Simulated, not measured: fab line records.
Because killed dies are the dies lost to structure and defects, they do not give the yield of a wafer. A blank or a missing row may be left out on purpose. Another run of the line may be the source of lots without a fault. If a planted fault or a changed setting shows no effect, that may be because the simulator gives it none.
fab line records | flow n5Finfet | part 1 of 2: steps 1 to 15 of 22
record lots=5 | wafers=15 | lastDay=17
route steps=1938 shown FIN_SAQP@112
lots that met no fault: from a run of the same line without faults
startH: hours from the record's opening day to when the first of the lot's shown wafers began | waitH: hours since the lot's step before | " unchanged from the row above | L1.1+2: one row covering several wafers at once | - no value present, or no start provided | * or withheld: withheld | < > ~ a bound
route shown NAME@n: a module of which the file shows steps, and the number in the route of the first | usual: average and standard deviation across the fault-free wafers | same: alike in all rows | chamber/n: place in a boat | sites: readings site by site | _std_site: standard deviation of those values | _edge_site: mean of outer sites minus mean of inner sites | radiusMm: for every site, how far away it sits from the centre of the wafer | mask NAME#n: copy n | behind: tool/chamber where the wafer was last shaped | hold: cause of the lot's hold/its duration in hours/its outcome | device: the transistor (n, p or np) that didn't switch | end of line: at the end of the route, the tests of the same wafers | for a step that has no rows: nothing shown but its recipe | killed: at the first sort, the dies lost to defects and structure; wafer yield is something else | map: the dies of a wafer, with x for killed, . for not killed, _ for no die there
set.NAME: the run value of the setting; set.NAME@STEP: its run value at that earlier step | model.NAME: the simulator's own value behind a step, which no gauge read
a table for each step, a row for each wafer; lots at some steps of the route
services: the hour from which a tool's chamber was out of use, counted from the record's first day as startH (under 0 if before that day), plus the number of hours and why
## steps
# step N5_FIN_SAQP_OVL_MEAS_17
# recipe pointsPerWafer=44
# usual FIN_CORE_OVL=-0.2/0.87
lot.wafer | tool       | chamber | startH | waitH | FIN_CORE_OVL[nm]
L076.2    | overlay-02 | 0       | 35.05  | 0.0   | -1.0
L076.3    | "          | 0       | "      | "     | -1.5
L076.6    | "          | 0       | "      | "     | -0.7
L078.4    | overlay-01 | 0       | 45.86  | 0.0   | -0.8
L078.5    | "          | 0       | "      | "     | -1.3
L078.6    | "          | 0       | "      | "     | -0.8
L081.1    | overlay-01 | 0       | 63.73  | 0.1   | -0.1
L081.3    | "          | 0       | "      | "     | 0.4
L081.6    | "          | 0       | "      | "     | -0.6
L086.1    | overlay-02 | 0       | 94.57  | 0.0   | -1.1
L086.3    | "          | 0       | "      | "     | -0.5
L086.5    | "          | 0       | "      | "     | -0.9
L095.1    | overlay-02 | 0       | 148.17 | 0.0   | -0.8
L095.3    | "          | 0       | "      | "     | 0.4
L095.5    | "          | 0       | "      | "     | -1.1
# step N5_FIN_SAQP_INSPECT_18
# recipe mode=adi | inspectInstrument=brightfield
# usual rawDefectCount=429/120
lot.wafer | tool             | chamber | startH | waitH | rawDefectCount
L076.2    | defectInspect-02 | -       | 35.08  | 0.0   | 310
L076.3    | "                | -       | "      | "     | 242
L076.6    | "                | -       | "      | "     | 241
L078.4    | defectInspect-02 | -       | 45.89  | 0.0   | 336
L078.5    | "                | -       | "      | "     | 491
L078.6    | "                | -       | "      | "     | 619
L081.1    | defectInspect-01 | -       | 63.75  | 0.0   | 499
L081.3    | "                | -       | "      | "     | 348
L081.6    | "                | -       | "      | "     | 305
L086.1    | defectInspect-01 | -       | 94.60  | 0.0   | 671
L086.3    | "                | -       | "      | "     | 548
L086.5    | "                | -       | "      | "     | 314
L095.1    | defectInspect-02 | -       | 148.20 | 0.0   | 249
L095.3    | "                | -       | "      | "     | 211
L095.5    | "                | -       | "      | "     | 404
# step N5_FIN_SAQP_DESCUM_21
# recipe chemistry=O2 | timeS=7.9 | sourcePowerW=50 | biasPowerW=20 | pressureMtorr=20 | rfFrequencyHz=2.712e+07 | tempC=40 | resist=CAR-ArF | o2FlowSccm=225
# usual drypumpMotorCurrentA=5.9/0.4 | oesProductAu=0.77/0.077 | rfVppV=243.4/1.2 | showerheadPlenumPTorr=2.10/0.052 | tempC=40.00/0.1 | throttleValvePct=20.49/0.14
lot.wafer | tool       | chamber | startH | waitH | drypumpMotorCurrentA | oesProductAu | rfHoursCounterH | rfVppV | showerheadPlenumPTorr | tempC | throttleValvePct
L076.2    | rieDiel-03 | 1       | 35.11  | 0.0   | 6.0                  | 0.71         | 196             | 243.1  | 2.07                  | 40.15 | 20.68
L076.3    | "          | 0       | "      | "     | 5.5                  | 0.73         | 175             | 245.2  | 2.17                  | 40.02 | 20.31
L076.6    | "          | 1       | "      | "     | 6.0                  | 0.72         | -               | 242.3  | 2.08                  | 40.01 | 20.68
L078.4    | rieDiel-04 | 3       | 45.94  | 0.0   | 6.1                  | 0.72         | -               | 242.9  | 2.07                  | 39.94 | 20.46
L078.5    | "          | 0       | "      | "     | 5.4                  | 0.73         | -               | 243.3  | 2.08                  | 39.98 | 20.37
L078.6    | "          | 1       | "      | "     | 5.7                  | 0.82         | -               | 245.3  | 2.19                  | 40.08 | 20.56
L081.1    | rieDiel-03 | 0       | 64.50  | 0.7   | 5.5                  | 0.72         | 186             | 246.0  | 2.16                  | 39.92 | 20.32
L081.3    | "          | 3       | "      | "     | 6.2                  | 0.72         | 196             | 243.8  | 2.07                  | 39.86 | 20.42
L081.6    | "          | 2       | "      | "     | 5.8                  | 0.74         | -               | 242.8  | 2.10                  | 39.93 | 20.53
L086.1    | rieDiel-01 | 1       | 94.97  | 0.4   | 6.6                  | 0.75         | 171             | 242.9  | 2.07                  | 40.10 | 20.55
L086.3    | "          | 0       | "      | "     | 6.5                  | 0.98         | 2               | 246.4  | 2.23                  | 40.02 | 20.42
L086.5    | "          | 0       | "      | "     | 6.5                  | 0.97         | -               | 246.1  | 2.23                  | 40.08 | 20.42
L095.1    | rieDiel-01 | 0       | 148.31 | 0.1   | 6.5                  | 0.91         | 20              | 245.0  | 2.22                  | 39.79 | 20.44
L095.3    | "          | 2       | "      | "     | 5.9                  | 0.77         | 136             | 243.2  | 2.10                  | 40.04 | 20.22
L095.5    | "          | 3       | "      | "     | 6.1                  | 0.87         | -               | 241.9  | 2.13                  | 39.94 | 20.52
# step N5_FIN_SAQP_ETCH_51
# recipe chemistry=CF4 | target=SiARC | targetDepthA=455 | maskMaterial=CAR-ArF | timeS=75.8 | ionEnergyEv=80 | pressureMtorr=40 | sourceW=545 | biasW=36 | Ar_flow_sccm=100 | cf4FlowSccm=100 | ends=cleared
# usual biasW=36.01/0.11 | drypumpMotorCurrentA=5.9/0.4 | etchRfOnTimeS=76.1/1.2 | mfcArSccm=100.0/0.31 | oesProductAu=0.65/0.064 | rfVppV=184.3/1 | showerheadPlenumPTorr=2.16/0.051 | throttleValvePct=15.70/0.15
lot.wafer | tool       | chamber | startH | waitH | biasW | drypumpMotorCurrentA | etchRfOnTimeS | mfcArSccm | oesProductAu | rfHoursCounterH | rfVppV | showerheadPlenumPTorr | throttleValvePct
L076.2    | rieDiel-03 | 1       | 35.15  | 0.0   | 35.73 | 6.0                  | 76.5          | 100.0     | 0.61         | 196             | 185.9  | 2.13                  | 15.89
L076.3    | "          | 0       | "      | "     | 36.25 | 5.5                  | 76.4          | 100.0     | 0.62         | 175             | 186.1  | 2.22                  | 15.54
L076.6    | "          | 1       | "      | "     | 36.05 | 6.0                  | 76.0          | 100.2     | 0.61         | -               | 182.8  | 2.13                  | 15.88
L078.4    | rieDiel-04 | 3       | 45.98  | 0.0   | 36.04 | 6.0                  | 76.7          | 99.6      | 0.61         | -               | 184.6  | 2.12                  | 15.71
L078.5    | "          | 0       | "      | "     | 35.85 | 5.4                  | 77.3          | 100.1     | 0.62         | -               | 184.4  | 2.13                  | 15.56
L078.6    | "          | 1       | "      | "     | 36.05 | 5.7                  | 75.3          | 100.0     | 0.69         | -               | 184.3  | 2.24                  | 15.77
L081.1    | rieDiel-03 | 0       | 64.53  | 0.0   | 35.98 | 5.5                  | 75.9          | 100.1     | 0.61         | 186             | 185.5  | 2.21                  | 15.55
L081.3    | "          | 3       | "      | "     | 36.14 | 6.1                  | 76.2          | 100.2     | 0.62         | 196             | 184.3  | 2.12                  | 15.68
L081.6    | "          | 2       | "      | "     | 36.04 | 5.8                  | 77.6          | 100.7     | 0.63         | -               | 183.3  | 2.14                  | 15.69
L086.1    | rieDiel-01 | 1       | 95.00  | 0.0   | 36.25 | 6.6                  | 75.5          | 100.3     | 0.64         | 171             | 184.2  | 2.14                  | 15.85
L086.3    | "          | 0       | "      | "     | 35.82 | 6.5                  | 75.7          | 99.9      | 0.83         | 2               | 186.1  | 2.28                  | 15.58
L086.5    | "          | 0       | "      | "     | 35.99 | 6.5                  | 76.3          | 99.6      | 0.82         | -               | 185.9  | 2.28                  | 15.58
L095.1    | rieDiel-01 | 0       | 148.34 | 0.0   | 35.95 | 6.5                  | 75.5          | 99.8      | 0.77         | 20              | 186.1  | 2.27                  | 15.63
L095.3    | "          | 2       | "      | "     | 36.00 | 5.9                  | 75.8          | 99.4      | 0.66         | 136             | 185.4  | 2.15                  | 15.47
L095.5    | "          | 3       | "      | "     | 36.20 | 6.1                  | 74.5          | 100.0     | 0.75         | -               | 184.4  | 2.18                  | 15.64
# step N5_FIN_SAQP_ETCH_52
# recipe chemistry=N2/H2 | target=SOC | targetDepthA=1000 | overetchA=200 | maskMaterial=SiARC | tempC=40 | timeS=150 | ionEnergyEv=200 | pressureMtorr=30 | sourceW=840 | biasW=150 | n2FlowSccm=200 | h2FlowSccm=200 | ends=endPoint
# usual biasW=150.0/0.46 | drypumpMotorCurrentA=5.9/0.4 | oesProductAu=0.68/0.063 | rfVppV=524.4/2 | showerheadPlenumPTorr=2.56/0.064 | tempC=40.00/0.1 | throttleValvePct=17.96/0.16
lot.wafer | tool       | chamber | startH | waitH | biasW | drypumpMotorCurrentA | oesProductAu | rfHoursCounterH | rfVppV | showerheadPlenumPTorr | tempC | throttleValvePct
L076.2    | rieDiel-03 | 1       | 35.20  | 0.0   | 150.5 | 6.0                  | 0.65         | 196             | 525.2  | 2.53                  | 39.93 | 18.21
L076.3    | "          | 0       | "      | "     | 150.4 | 5.5                  | 0.66         | 175             | 525.8  | 2.64                  | 40.10 | 17.76
L076.6    | "          | 1       | "      | "     | 150.3 | 6.0                  | 0.65         | -               | 523.6  | 2.53                  | 40.16 | 18.20
L078.4    | rieDiel-04 | 3       | 46.06  | 0.0   | 149.8 | 6.0                  | 0.65         | -               | 524.1  | 2.52                  | 40.06 | 17.98
L078.5    | "          | 0       | "      | "     | 149.8 | 5.4                  | 0.65         | -               | 521.8  | 2.53                  | 39.99 | 17.88
L078.6    | "          | 1       | "      | "     | 150.2 | 5.7                  | 0.73         | -               | 526.3  | 2.68                  | 40.23 | 18.10
L081.1    | rieDiel-03 | 0       | 64.59  | 0.0   | 149.3 | 5.5                  | 0.64         | 186             | 526.4  | 2.64                  | 39.98 | 17.79
L081.3    | "          | 3       | "      | "     | 150.2 | 6.1                  | 0.65         | 196             | 524.3  | 2.52                  | 39.93 | 17.85
L081.6    | "          | 2       | "      | "     | 149.9 | 5.8                  | 0.67         | -               | 524.9  | 2.55                  | 39.97 | 17.94
L086.1    | rieDiel-01 | 1       | 95.06  | 0.0   | 149.8 | 6.6                  | 0.67         | 171             | 521.9  | 2.53                  | 40.11 | 18.11
L086.3    | "          | 0       | "      | "     | 149.9 | 6.5                  | 0.86         | 2               | 528.4  | 2.71                  | 40.07 | 17.81
L086.5    | "          | 0       | "      | "     | 149.7 | 6.5                  | 0.86         | -               | 527.6  | 2.71                  | 40.07 | 17.82
L095.1    | rieDiel-01 | 0       | 148.40 | 0.0   | 150.3 | 6.5                  | 0.81         | 20              | 528.7  | 2.70                  | 40.12 | 17.84
L095.3    | "          | 2       | "      | "     | 149.8 | 5.9                  | 0.69         | 136             | 525.0  | 2.55                  | 40.18 | 17.74
L095.5    | "          | 3       | "      | "     | 149.5 | 6.1                  | 0.78         | -               | 526.4  | 2.58                  | 40.08 | 17.87
# step N5_FIN_SAQP_STRIP_53
# recipe chemistry=N2/H2 | tempC=40 | n2FlowSccm=200 | h2FlowSccm=200 | rfFrequencyHz=6e+07
lot.wafer  | tool       | chamber | startH | waitH
L076.2+3+6 | rieDiel-03 | 1,0,1   | 35.30  | 0.0
L078.4+5+6 | rieDiel-04 | 3,0,1   | 46.11  | 0.0
L081.1+3+6 | rieDiel-03 | 0,3,2   | 64.69  | 0.0
L086.1+3+5 | rieDiel-01 | 1,0,0   | 95.16  | 0.0
L095.1+3+5 | rieDiel-01 | 0,2,3   | 148.49 | 0.0
# step N5_FIN_SAQP_HM_OPEN_73
# recipe chemistry=CHF3/O2 | target=SiO2 | stopOn=a-Si | targetDepthA=120 | overEtchFrac=1.8 | maskMaterial=SOC | timeS=16.8 | pressureMtorr=30 | sourceW=650 | biasW=170 | Ar_flow_sccm=200 | CHF3_flow_sccm=50 | O2_flow_sccm=5 | ionEnergyEv=200 | ends=endPoint
# usual biasW=170.1/0.52 | drypumpMotorCurrentA=5.9/0.4 | mfcArSccm=200.0/0.66 | oesProductAu=0.46/0.043 | rfVppV=524/5.5 | showerheadPlenumPTorr=2.42/0.058 | throttleValvePct=18.90/0.15
lot.wafer | tool       | chamber | startH | waitH | biasW | drypumpMotorCurrentA | mfcArSccm | oesProductAu | rfHoursCounterH | rfVppV | showerheadPlenumPTorr | throttleValvePct
L076.2    | rieDiel-03 | 1       | 35.31  | 0.0   | 170.0 | 6.0                  | 200.0     | 0.43         | 196             | 525    | 2.39                  | 19.07
L076.3    | "          | 0       | "      | "     | 169.8 | 5.5                  | 200.0     | 0.44         | 175             | 519    | 2.50                  | 18.76
L076.6    | "          | 1       | "      | "     | 169.1 | 6.0                  | 199.2     | 0.43         | -               | 525    | 2.39                  | 19.08
L078.4    | rieDiel-04 | 3       | 46.14  | 0.0   | 170.8 | 6.1                  | 199.5     | 0.44         | -               | 516    | 2.38                  | 18.86
L078.5    | "          | 0       | "      | "     | 169.7 | 5.4                  | 199.4     | 0.44         | -               | 528    | 2.39                  | 18.74
L078.6    | "          | 1       | "      | "     | 171.3 | 5.7                  | 200.0     | 0.50         | -               | 527    | 2.52                  | 18.95
L081.1    | rieDiel-03 | 0       | 64.70  | 0.0   | 170.6 | 5.5                  | 199.3     | 0.43         | 186             | 520    | 2.49                  | 18.77
L081.3    | "          | 3       | "      | "     | 169.8 | 6.1                  | 199.9     | 0.43         | 196             | 532    | 2.38                  | 18.83
L081.6    | "          | 2       | "      | "     | 169.5 | 5.8                  | 200.3     | 0.45         | -               | 522    | 2.41                  | 18.89
L086.1    | rieDiel-01 | 1       | 95.17  | 0.0   | 169.0 | 6.6                  | 199.9     | 0.44         | 171             | 522    | 2.40                  | 19.04
L086.3    | "          | 0       | "      | "     | 169.4 | 6.5                  | 199.7     | 0.58         | 2               | 535    | 2.57                  | 18.84
L086.5    | "          | 0       | "      | "     | 170.1 | 6.4                  | 199.5     | 0.58         | -               | 536    | 2.57                  | 18.86
L095.1    | rieDiel-01 | 0       | 148.50 | 0.0   | 170.0 | 6.5                  | 200.4     | 0.54         | 20              | 536    | 2.56                  | 18.87
L095.3    | "          | 2       | "      | "     | 170.2 | 5.9                  | 199.6     | 0.46         | 136             | 527    | 2.42                  | 18.68
L095.5    | "          | 3       | "      | "     | 169.8 | 6.1                  | 199.9     | 0.52         | -               | 520    | 2.45                  | 18.90
# step N5_FIN_SAQP_STRIP_74
# recipe chemistry=CHF3/O2 | resist=SiARC | rfFrequencyHz=6e+07
lot.wafer  | tool       | chamber | startH | waitH
L076.2+3+6 | rieDiel-03 | 1,0,1   | 35.36  | 0.0
L078.4+5+6 | rieDiel-04 | 3,0,1   | 46.18  | 0.0
L081.1+3+6 | rieDiel-03 | 0,3,2   | 64.75  | 0.0
L086.1+3+5 | rieDiel-01 | 1,0,0   | 95.22  | 0.0
L095.1+3+5 | rieDiel-01 | 0,2,3   | 148.56 | 0.0
# step N5_FIN_SAQP_MANDREL_ETCH_22
# recipe targetDepthA=600 | chemistry=HBr/Cl2 | target=a-Si | stopOn=SiNx | btTimeS=10 | overEtchFrac=0.5 | timeS=30 | pressureMtorr=10 | icpW=800 | biasW=75 | HBr_flow_sccm=150 | Cl2_flow_sccm=80 | ends=endPoint
# usual biasW=75.03/0.23 | drypumpMotorCurrentA=5.65/0.26 | oesProductAu=0.769/0.012 | throttleValvePct=35.36/0.25
lot.wafer | tool     | chamber | startH | waitH | biasW | drypumpMotorCurrentA | oesProductAu | rfHoursCounterH | throttleValvePct
L076.2    | rieSi-06 | 1       | 35.39  | 0.0   | 75.25 | 5.39                 | 0.784        | 80              | 35.67
L076.3    | "        | 0       | "      | "     | 75.12 | 5.51                 | 0.767        | 99              | 35.17
L076.6    | "        | 1       | "      | "     | 74.84 | 5.40                 | 0.782        | -               | 35.68
L078.4    | rieSi-02 | 2       | 46.20  | 0.0   | 74.59 | 5.88                 | 0.771        | 101             | 35.50
L078.5    | "        | 2       | "      | "     | 74.83 | 5.88                 | 0.780        | -               | 35.50
L078.6    | "        | 3       | "      | "     | 75.11 | 5.41                 | 0.797        | -               | 35.65
L081.1    | rieSi-03 | 3       | 64.78  | 0.0   | 74.69 | 5.88                 | 0.744        | 161             | 35.37
L081.3    | "        | 2       | "      | "     | 74.90 | 5.35                 | 0.765        | 104             | 35.18
L081.6    | "        | 0       | "      | "     | 75.20 | 5.87                 | 0.770        | -               | 35.05
L086.1    | rieSi-02 | 2       | 95.25  | 0.0   | 75.07 | 5.87                 | 0.771        | 101             | 35.51
L086.3    | "        | 1       | "      | "     | 75.42 | 5.16                 | 0.769        | 87              | 35.45
L086.5    | "        | 3       | "      | "     | 74.85 | 5.38                 | 0.784        | -               | 35.67
L095.1    | rieSi-06 | 2       | 148.59 | 0.0   | 75.18 | 5.85                 | 0.755        | 93              | 34.89
L095.3    | "        | 0       | "      | "     | 74.68 | 5.53                 | 0.755        | 101             | 35.17
L095.5    | "        | 1       | "      | "     | 75.24 | 5.41                 | 0.779        | -               | 35.68
# step N5_FIN_SAQP_STRIP_55
# recipe chemistry=N2/H2 | powerW=500 | tempC=40 | pressureMtorr=50 | rfFrequencyHz=6e+07 | overashFraction=0.3 | biasPowerW=28 | h2Frac=0.5 | n2FlowSccm=300 | h2FlowSccm=300
# usual drypumpMotorCurrentA=5.8/0.39 | oesProductAu=0.75/0.064 | rfVppV=122.1/1.4 | showerheadPlenumPTorr=3.39/0.078 | tempC=39.96/0.11 | throttleValvePct=19.17/0.26
lot.wafer | tool       | chamber | startH | waitH | drypumpMotorCurrentA | oesProductAu | rfHoursCounterH | rfVppV | showerheadPlenumPTorr | tempC | throttleValvePct
L076.2    | rieDiel-04 | 1       | 35.52  | 0.1   | 5.7                  | 0.82         | 93              | 121.9  | 3.53                  | 40.02 | 19.37
L076.3    | "          | 0       | "      | "     | 5.4                  | 0.72         | 181             | 123.4  | 3.35                  | 39.95 | 19.23
L076.6    | "          | 0       | "      | "     | 5.4                  | 0.74         | -               | 119.4  | 3.35                  | 39.98 | 19.23
L078.4    | rieDiel-03 | 1       | 46.30  | 0.1   | 6.0                  | 0.71         | 200             | 120.0  | 3.34                  | 39.94 | 19.55
L078.5    | "          | 1       | "      | "     | 6.0                  | 0.71         | -               | 119.8  | 3.34                  | 39.97 | 19.53
L078.6    | "          | 0       | "      | "     | 5.5                  | 0.72         | -               | 121.4  | 3.49                  | 40.01 | 18.79
L081.1    | rieDiel-03 | 1       | 65.03  | 0.2   | 6.0                  | 0.70         | 206             | 121.6  | 3.33                  | 40.03 | 19.54
L081.3    | "          | 2       | "      | "     | 5.8                  | 0.74         | 138             | 122.5  | 3.37                  | 40.02 | 18.85
L081.6    | "          | 0       | "      | "     | 5.5                  | 0.71         | -               | 125.1  | 3.48                  | 39.91 | 18.81
L086.1    | rieDiel-04 | 3       | 95.36  | 0.1   | 6.1                  | 0.71         | 225             | 123.2  | 3.32                  | 39.99 | 19.40
L086.3    | "          | 2       | "      | "     | 5.2                  | 0.74         | 161             | 121.7  | 3.35                  | 39.86 | 19.11
L086.5    | "          | 3       | "      | "     | 6.1                  | 0.70         | -               | 120.8  | 3.32                  | 40.12 | 19.39
L095.1    | rieDiel-04 | 3       | 148.69 | 0.1   | 6.1                  | 0.70         | 243             | 121.1  | 3.31                  | 40.10 | 19.44
L095.3    | "          | 1       | "      | "     | 5.7                  | 0.79         | 128             | 122.4  | 3.51                  | 39.97 | 19.44
L095.5    | "          | 1       | "      | "     | 5.7                  | 0.78         | -               | 122.5  | 3.51                  | 40.04 | 19.44
# step N5_FIN_SAQP_STRIP_23
# recipe chemistry=SPM | timeS=750 | tempC=130 | h2so4H2o2VolRatio=4
# usual tempC=130.01/0.14
lot.wafer | tool        | chamber | startH | waitH | tempC
L076.2    | wetBench-01 | 3       | 35.59  | -     | 129.92
L076.3    | "           | 2       | "      | "     | 130.12
L076.6    | "           | 0       | "      | "     | 130.01
L078.4    | wetBench-06 | 3       | 46.37  | -     | 130.16
L078.5    | "           | 4       | "      | "     | 129.98
L078.6    | "           | 2       | "      | "     | 129.95
L081.1    | wetBench-04 | 4       | 65.09  | -     | 130.12
L081.3    | "           | 2       | "      | "     | 130.11
L081.6    | "           | 5       | "      | "     | 129.86
L086.1    | wetBench-01 | 3       | 95.42  | -     | 129.97
L086.3    | "           | 6       | "      | "     | 130.10
L086.5    | "           | 2       | "      | "     | 130.21
L095.1    | wetBench-01 | 1       | 148.75 | -     | 129.85
L095.3    | "           | 4       | "      | "     | 130.17
L095.5    | "           | 7       | "      | "     | 130.04
# step N5_FIN_SAQP_SRD_66
# recipe dry=ipaMarangoni | timeS=30 | tempC=23 | rinseLiquid=diw
# usual tempC=23.01/0.1
lot.wafer | tool        | chamber | startH | waitH | tempC
L076.2    | wetBench-01 | 3       | 35.82  | 0.0   | 22.98
L076.3    | "           | 2       | "      | "     | 22.86
L076.6    | "           | 0       | "      | "     | 23.02
L078.4    | wetBench-06 | 3       | 46.58  | 0.0   | 23.11
L078.5    | "           | 4       | "      | "     | 23.04
L078.6    | "           | 2       | "      | "     | 23.07
L081.1    | wetBench-04 | 4       | 65.30  | 0.0   | 22.93
L081.3    | "           | 2       | "      | "     | 23.10
L081.6    | "           | 5       | "      | "     | 22.78
L086.1    | wetBench-01 | 3       | 95.63  | 0.0   | 23.06
L086.3    | "           | 6       | "      | "     | 23.03
L086.5    | "           | 2       | "      | "     | 23.06
L095.1    | wetBench-01 | 1       | 148.96 | 0.0   | 23.01
L095.3    | "           | 4       | "      | "     | 23.12
L095.5    | "           | 7       | "      | "     | 23.06
# step N5_FIN_SAQP_RECESS_75
# recipe chemistry=HF/NH3 | target=SiO2 | targetDepthA=144 | afsCycles=3 | tempC=30 | sublimationTempC=180 | sublimationTimeS=60
# usual drypumpMotorCurrentA=5.68/0.14 | tempC=30.01/0.1
lot.wafer | tool         | chamber | startH | waitH | drypumpMotorCurrentA | tempC
L076.2    | vaporEtch-01 | 0       | 35.87  | 0.0   | 5.60                 | 29.90
L076.3    | "            | 0       | "      | "     | 5.60                 | 29.94
L076.6    | "            | 1       | "      | "     | 5.88                 | 30.08
L078.4    | vaporEtch-02 | 0       | 46.74  | 0.1   | 5.76                 | 29.96
L078.5    | "            | 1       | "      | "     | 5.52                 | 29.94
L078.6    | "            | 0       | "      | "     | 5.77                 | 30.00
L081.1    | vaporEtch-01 | 1       | 65.36  | 0.0   | 5.89                 | 29.95
L081.3    | "            | 1       | "      | "     | 5.93                 | 30.08
L081.6    | "            | 0       | "      | "     | 5.61                 | 30.05
L086.1    | vaporEtch-02 | 0       | 95.68  | 0.0   | 5.76                 | 30.04
L086.3    | "            | 0       | "      | "     | 5.76                 | 30.07
L086.5    | "            | 1       | "      | "     | 5.54                 | 29.96
L095.1    | vaporEtch-01 | 1       | 149.01 | 0.0   | 5.90                 | 29.82
L095.3    | "            | 1       | "      | "     | 5.88                 | 30.02
L095.5    | "            | 0       | "      | "     | 5.61                 | 30.19
# step N5_FIN_SAQP_SPACER1_ALD_24
# recipe material=SiO2 | targetThkA=203 | tempC=300 | aldPrecursorFamily=BDEAS | aldCoReactant=O2-plasma | pulseTimeS=1 | purgeTimeS=2 | coReactantPurgeTimeS=2 | aldCycles=218 | pressureTorr=2
# usual heaterPowerW=476/49 | precursorPulseHeightRel=0.999/0.019
# same aldCycles=218
lot.wafer | tool      | chamber | startH | waitH | heaterPowerW | precursorPulseHeightRel | sinceWetCleanH
L076.2    | aldSin-04 | 2       | 36.37  | 0.3   | 481          | 0.987                   | 225
L076.3    | "         | 1       | "      | "     | 430          | 1.010                   | 225
L076.6    | "         | 2       | "      | "     | 499          | 1.003                   | -
L078.4    | aldSin-02 | 0       | 47.01  | 0.1   | 516          | 0.976                   | 143
L078.5    | "         | 2       | "      | "     | 470          | 0.976                   | -
L078.6    | "         | 1       | "      | "     | 471          | 1.019                   | -
L081.1    | aldSin-02 | 0       | 65.74  | 0.3   | 541          | 0.982                   | 162
L081.3    | "         | 1       | "      | "     | 478          | 0.993                   | 162
L081.6    | "         | 1       | "      | "     | 482          | 1.018                   | -
L086.1    | aldSin-02 | 3       | 96.06  | 0.3   | 526          | 0.955                   | 192
L086.3    | "         | 2       | "      | "     | 467          | 0.993                   | 192
L086.5    | "         | 1       | "      | "     | 488          | 1.018                   | -
L095.1    | aldSin-01 | 3       | 149.39 | 0.3   | 447          | 1.016                   | 141
L095.3    | "         | 0       | "      | "     | 580          | 0.988                   | 141
L095.5    | "         | 1       | "      | "     | 483          | 0.996                   | -
# step N5_FIN_SAQP_SPACER1_ETCHBACK_25
# recipe chemistry=CHF3/O2 | mode=anisotropicEtchback | target=SiO2 | targetDepthA=244 | timeS=12.2 | pressureMtorr=30 | sourceW=650 | biasW=170 | Ar_flow_sccm=200 | CHF3_flow_sccm=50 | O2_flow_sccm=5 | ionEnergyEv=200
# usual biasW=169.9/0.49 | drypumpMotorCurrentA=5.9/0.36 | mfcArSccm=199.9/0.57 | oesProductAu=0.74/0.06 | rfVppV=524/5 | showerheadPlenumPTorr=2.42/0.053 | throttleValvePct=18.99/0.15
lot.wafer | tool       | chamber | startH | waitH | biasW | drypumpMotorCurrentA | mfcArSccm | oesProductAu | rfHoursCounterH | rfVppV | showerheadPlenumPTorr | throttleValvePct
L076.2    | rieDiel-04 | 0       | 37.09  | 0.4   | 170.4 | 5.4                  | 199.4     | 0.73         | 182             | 527    | 2.39                  | 18.80
L076.3    | "          | 1       | "      | "     | 170.4 | 5.7                  | 199.8     | 0.82         | 94              | 528    | 2.52                  | 19.02
L076.6    | "          | 0       | "      | "     | 169.9 | 5.4                  | 199.8     | 0.73         | -               | 528    | 2.39                  | 18.81
L078.4    | rieDiel-01 | 1       | 47.72  | 0.4   | 170.1 | 6.6                  | 199.7     | 0.75         | 148             | 524    | 2.41                  | 19.08
L078.5    | "          | 3       | "      | "     | 169.4 | 6.1                  | 199.9     | 0.97         | -               | 521    | 2.47                  | 18.91
L078.6    | "          | 0       | "      | "     | 170.1 | 6.5                  | 199.7     | 0.66         | -               | 526    | 2.28                  | 19.32
L081.1    | rieDiel-03 | 1       | 66.65  | 0.6   | 169.3 | 6.0                  | 201.0     | 0.71         | 207             | 525    | 2.39                  | 19.18
L081.3    | "          | 3       | "      | "     | 170.3 | 6.1                  | 200.2     | 0.73         | 197             | 531    | 2.38                  | 18.92
L081.6    | "          | 1       | "      | "     | 169.5 | 6.0                  | 201.0     | 0.71         | -               | 527    | 2.39                  | 19.18
L086.1    | rieDiel-03 | 2       | 96.78  | 0.4   | 170.2 | 5.8                  | 199.8     | 0.72         | 152             | 523    | 2.40                  | 18.99
L086.3    | "          | 1       | "      | "     | 169.5 | 6.0                  | 200.0     | 0.70         | 220             | 527    | 2.38                  | 19.20
L086.5    | "          | 1       | "      | "     | 169.4 | 6.0                  | 198.9     | 0.70         | -               | 526    | 2.38                  | 19.20
L095.1    | rieDiel-04 | 0       | 150.11 | 0.4   | 170.2 | 5.4                  | 199.9     | 0.70         | 216             | 526    | 2.38                  | 18.87
L095.3    | "          | 3       | "      | "     | 170.1 | 6.0                  | 199.0     | 0.69         | 243             | 516    | 2.37                  | 19.00
L095.5    | "          | 1       | "      | "     | 169.6 | 5.7                  | 199.9     | 0.79         | -               | 526    | 2.51                  | 19.07
